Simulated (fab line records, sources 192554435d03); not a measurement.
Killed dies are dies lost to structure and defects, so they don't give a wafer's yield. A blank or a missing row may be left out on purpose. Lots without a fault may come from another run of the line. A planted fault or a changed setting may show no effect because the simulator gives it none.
Problem report in the 8D (eight disciplines) form, filled by code | flow n5_finfet | the parts of the form that need people (team, actions taken, sign-off) are left out

1. THE PROBLEM
killed_at_M0_to_M3 at N5_PASSIVATION_PROBE_49 reads a mean of 115 on 1 wafer of 1 lot; wafers without a fault read 36 with a standard deviation of 11. That is +7.2 standard deviations from the usual mean.
First seen on wafer L777.3, day 18 04:05, on prober-01. The record holds 3 wafers of 1 lot with a number at this step. Rule for "out", or "out of limits": more than 4 standard deviations from the usual mean. The other wafers with a number count as sound.

2. WHAT IT IS AND WHAT IT IS NOT
question                    | is                 | is not
which readings at this step | killed_at_M0_to_M3 | killed_at_M4_up, killed_at_contacts, killed_at_front_end, killed_at_other, killed_open, killed_short, sort_bin_6_memory
which lots                  | L777               | -
which wafers of those lots  | L777.3             | L777.2, L777.4
read on which tools         | prober-01          | -
when                        | from day 18 04:05  | up to then (1 sound wafer); but 1 sound wafer of L777 came after

3. SUSPECTS, AND WHAT RULES EACH OUT
Counting: a tool at a process step up to the reading stays a suspect if it ran every lot that is out. Sound lots after the first of them don't rule it out here, since some wafers of a struck lot are sound.
- rie_diel-04 at N5_BEOL_M0_TRENCH_ETCH_107 (etches SiOC in C4F6/O2, target depth 32.8 nm, time 16.4 s): kept. It ran the lot that is out, L777 (day 10 09:21).
- rie_diel-06 at N5_MIM_BOT_ETCH_STRIP_01 (strips in O2): kept. It ran the lot that is out, L777 (day 17 19:11).
- pvd_sputter-02 at N5_PASSIVATION_SPUTTER_20 (material TaN, target thk 50 nm): kept. It ran the lot that is out, L777 (day 17 22:32).
- prober-01 at N5_PASSIVATION_PROBE_49: kept. It ran the lot that is out, L777 (day 18 04:02). Its own readings are out on those wafers: killed_at_M0_to_M3.
- Within rie_diel-04 at N5_BEOL_M0_TRENCH_ETCH_107: the wafers that are out ran in chamber 0; their sound lot-mates ran in chambers 1, 2.
- Within rie_diel-06 at N5_MIM_BOT_ETCH_STRIP_01: the wafers that are out ran in chamber 1; their sound lot-mates ran in chambers 2, 3.
Left after counting: rie_diel-04 at N5_BEOL_M0_TRENCH_ETCH_107, rie_diel-06 at N5_MIM_BOT_ETCH_STRIP_01, pvd_sputter-02 at N5_PASSIVATION_SPUTTER_20, prober-01 at N5_PASSIVATION_PROBE_49.

4. THE CAUSE (what the simulator had put in)
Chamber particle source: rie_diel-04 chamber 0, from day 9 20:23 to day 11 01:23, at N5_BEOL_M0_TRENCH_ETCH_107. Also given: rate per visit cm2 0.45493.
Counting left 4 suspects, and this tool is among them.

5. THE CHAIN OF EFFECTS, in route order
Each row: a reading whose mean over the struck wafers that have a number lies more than 3 standard deviations from the usual. Only readings for which the record gives a usual standard deviation are gone through. hours: the time from each lot's start at the first step in this table that gives one to its start at this step, as a median over the lots. sigmas: the change in usual standard deviations.
hours | step                    | reading              | usual  | on struck wafers | change | sigmas
0     | N5_PASSIVATION_PROBE_49 | defect_limited_yield | 91.1 % | 86.3             | -4.8   | -3.4
0     | N5_PASSIVATION_PROBE_49 | killed_at_M0_to_M3   | 36     | 115              | +79    | +7.2
0     | N5_PASSIVATION_PROBE_49 | killed_dies          | 105    | 162              | +57    | +3.6
0     | N5_PASSIVATION_PROBE_49 | sort_bin_5_function  | 5.2 %  | 8.5              | +3.3   | +3.7
0     | N5_PASSIVATION_PROBE_49 | sort_n_pass          | 1074   | 1018             | -56    | -3.5
0     | N5_PASSIVATION_PROBE_49 | sort_yield_pct       | 91.1 % | 86.3             | -4.8   | -3.4
The process steps in it:
- N5_PASSIVATION_PROBE_49

6. WHAT WOULD HAVE CAUGHT IT SOONER
In this record the first reading out of limits was taken at day 18 04:05, 200 hours after the fault began at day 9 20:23.
Of the tool readings at N5_BEOL_M0_TRENCH_ETCH_107 for which the record gives a usual standard deviation, none was out on any struck wafer, so an alarm limit of 4 standard deviations on them would not have fired.
All the lots that are out (1) had begun N5_BEOL_M0_TRENCH_ETCH_107 on rie_diel-04 by day 18 04:05. A hold on the tool at that time would have spared none of them.
